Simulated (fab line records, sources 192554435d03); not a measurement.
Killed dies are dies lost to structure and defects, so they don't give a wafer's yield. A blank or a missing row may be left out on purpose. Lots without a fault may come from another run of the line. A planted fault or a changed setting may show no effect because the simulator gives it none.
One fault seen from 3 desks | flow n5_finfet | each desk has only its own numbers; what lay behind them comes last

THE DEFECT DESK
What the inspections along the route counted, lot by lot: means of the sampled wafers that have a number. A lot is out of limits, marked OUT, if its mean lies more than 4 standard deviations from the usual mean; the brackets give that distance.
Columns: A = raw_defect_count at N5_FIN_CUT_INSPECT_10, usual 43
lot  | first seen here | A
L864 | day 2 15:01     | 59
L866 | day 3 04:37     | 52
L877 | day 5 20:20     | 38
L884 | day 7 16:04     | 40
L885 | day 7 21:49     | 47
This desk's finding: nothing out of limits on any of the 5 lots.

THE TOOL OWNER'S DESK: rie_diel-02
The tool's own readings at N5_FIN_CUT_CUT_ETCH_27 (etches SiO2 in CHF3/O2, target depth 4 nm, overetch 2 nm, time 4.9 s): means of the sampled wafers that have a number, for each lot that ran on this tool. A lot is out of limits, marked OUT, if its mean lies more than 4 standard deviations from the usual mean; the brackets give that distance.
Columns: A = drypump_motor_current_A at N5_FIN_CUT_CUT_ETCH_27, usual 5.7 A; B = oes_product_au at N5_FIN_CUT_CUT_ETCH_27, usual 0.64 a.u.; C = rf_vpp_V at N5_FIN_CUT_CUT_ETCH_27, usual 522 V; D = showerhead_plenum_p_Torr at N5_FIN_CUT_CUT_ETCH_27, usual 2.44 Torr; E = throttle_valve_pct at N5_FIN_CUT_CUT_ETCH_27, usual 18.73 %
lot  | first seen here | A   | B    | C   | D    | E
L866 | day 3 05:08     | 5.6 | 0.63 | 531 | 2.39 | 18.61
L877 | day 5 20:52     | 5.7 | 0.61 | 532 | 2.42 | 18.65
This desk's finding: nothing out of limits on any of the 2 lots.

THE METROLOGY DESK
What the gauges read, lot by lot, whatever tool the lot ran on: means of the sampled wafers that have a number. A lot is out of limits, marked OUT, if its mean lies more than 4 standard deviations from the usual mean; the brackets give that distance. Of its 12 readings 7 are shown: those that lie furthest out on some lot.
Columns: A = cd_nm at N5_FIN_CUT_CD_MEAS_08, usual 28.99 nm; B = FIN_CUT_OVL at N5_FIN_CUT_OVL_MEAS_09, usual -0.3 nm; C = DIBL_N at N5_BEOL_M4_RC_MEAS_101, usual 37.1 mV/V; D = IOFF_N at N5_BEOL_M4_RC_MEAS_101, usual 0.18 nA/um; E = IOFF_P at N5_BEOL_M4_RC_MEAS_101, usual 0.25 nA/um; F = SS_P at N5_BEOL_M4_RC_MEAS_101, usual 73.7 mV/dec; G = VT_N at N5_BEOL_M4_RC_MEAS_101, usual 249 mV
lot  | first seen here | A     | B    | C    | D    | E    | F    | G
L864 | day 2 14:55     | 29.10 | -0.3 | 37.8 | 0.19 | 0.25 | 73.2 | 245
L866 | day 3 04:32     | 28.95 | 0.1  | 41.2 | 0.24 | 0.34 | 74.7 | 247
L877 | day 5 20:16     | 29.17 | -1.4 | 37.2 | 0.16 | 0.24 | 73.9 | 250
L884 | day 7 15:59     | 28.52 | -0.2 | 37.4 | 0.20 | 0.26 | 74.0 | 247
L885 | day 7 21:43     | 28.75 | -0.4 | 38.6 | 0.24 | 0.30 | 74.3 | 244
This desk's finding: nothing out of limits on any of the 5 lots.

PUT TOGETHER
The defect desk saw nothing out of limits.
The tool owner's desk saw nothing out of limits.
The metrology desk saw nothing out of limits.

WHAT THE SIMULATOR HAD PUT IN
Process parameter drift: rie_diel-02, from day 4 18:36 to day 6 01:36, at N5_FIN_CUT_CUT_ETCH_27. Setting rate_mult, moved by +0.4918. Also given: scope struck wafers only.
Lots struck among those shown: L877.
